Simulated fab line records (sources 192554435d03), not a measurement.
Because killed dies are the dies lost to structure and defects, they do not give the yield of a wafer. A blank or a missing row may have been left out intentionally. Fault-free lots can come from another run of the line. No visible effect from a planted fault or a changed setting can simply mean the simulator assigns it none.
Matching of chambers / flow n5Finfet / 3 sister chambers for N5_GATE_CUT_HM_DEP_46 on pecvd-01
The step deposits SiO2 from TEOS/O2, target thk 130 nm, time 26.6 s. 3 wafers are shown with their chamber, then 6 later ones without.

== WAFERS PAIRED WITH THEIR CHAMBERS ==
wafer=L767.2; chamber=1; throttleValvePct (%)=17.5
wafer=L768.4; chamber=2; throttleValvePct (%)=18.1
wafer=L768.5; chamber=0; throttleValvePct (%)=18.0

== WAFERS WITHOUT THEIR CHAMBER ==
wafer=L776.1; throttleValvePct (%)=18.5
wafer=L776.4; throttleValvePct (%)=17.4
wafer=L776.6; throttleValvePct (%)=18.7
wafer=L777.1; throttleValvePct (%)=18.2
wafer=L777.3; throttleValvePct (%)=17.2
wafer=L777.6; throttleValvePct (%)=18.5

== WHICH CHAMBER EACH ONE RAN IN ==
wafer=L776.1; from the rows above=can't be placed: 2 or 0 or 1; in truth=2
wafer=L776.4; from the rows above=can't be placed: 1 or 0 or 2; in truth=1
wafer=L776.6; from the rows above=can't be placed: 2 or 0 or 1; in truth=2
wafer=L777.1; from the rows above=can't be placed: 2 or 0 or 1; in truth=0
wafer=L777.3; from the rows above=can't be placed: 1 or 0 or 2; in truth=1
wafer=L777.6; from the rows above=can't be placed: 2 or 0 or 1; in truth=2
0 of 6 placed correctly. These rows do not allow placing 6 (true chamber among the candidates in 6). Placed wrongly: 0.
How it was worked out, from the rows above alone: a wafer's distance from a chamber is the root of the sum, over the readings, of the square of ((its reading less the chamber's mean) divided by the reading's scatter). If the next closest chamber is less than 2 further off than the closest, the wafer can't be placed; otherwise it belongs to the closest. A chamber's mean is the mean of its shown wafers. The scatter: root of mean squared gap, hidden wafer to nearest shown wafer, with one shown wafer a chamber.
